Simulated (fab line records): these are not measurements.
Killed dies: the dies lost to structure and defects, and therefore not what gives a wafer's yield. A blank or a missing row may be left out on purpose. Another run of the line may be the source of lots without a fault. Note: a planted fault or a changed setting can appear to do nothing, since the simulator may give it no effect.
Chamber matching + flow n5Finfet + N5_BEOL_M5_CO_CAP_78 on cvdCo-01: 3 sister chambers
The step material Co, precursor CCTBA/H2, target thk 2 nm, time 102.1 s. 3 wafers are shown with their chamber, then 7 later ones without.

## WAFERS, EACH WITH ITS CHAMBER
| wafer  | chamber | heaterPowerW (W) |
|--------|---------|------------------|
| L270.2 | 0       | 211              |
| L273.1 | 2       | 230              |
| L273.2 | 1       | 261              |

## WAFERS WITHOUT THEIR CHAMBER
| wafer  | heaterPowerW (W) |
|--------|------------------|
| L273.4 | 264              |
| L278.1 | 205              |
| L278.3 | 263              |
| L278.5 | 226              |
| L285.1 | 262              |
| L285.4 | 217              |
| L285.6 | 257              |

## CHAMBER TAKEN BY EACH
| wafer  | from the rows above     | in truth |
|--------|-------------------------|----------|
| L273.4 | 1                       | 1        |
| L278.1 | 0                       | 0        |
| L278.3 | 1                       | 1        |
| L278.5 | 2                       | 2        |
| L285.1 | 1                       | 1        |
| L285.4 | can't be placed: 0 or 2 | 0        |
| L285.6 | 1                       | 1        |
Placed correctly: 6 of 7. Unplaceable from these rows: 1, with the true chamber sitting among the candidates in 1. Wrongly placed: 0.
How it was worked out, from the rows above alone: a wafer's distance from a chamber is the root of the sum, over the readings, of the square of ((its reading less the chamber's mean) divided by the reading's scatter). If the next closest chamber is less than 2 further off than the closest, the wafer can't be placed; otherwise it belongs to the closest. Each chamber's mean is taken over the wafers shown for it. The scatter: with one shown wafer a chamber, the root of the mean of the squares of how far each hidden wafer lies from its nearest shown one.
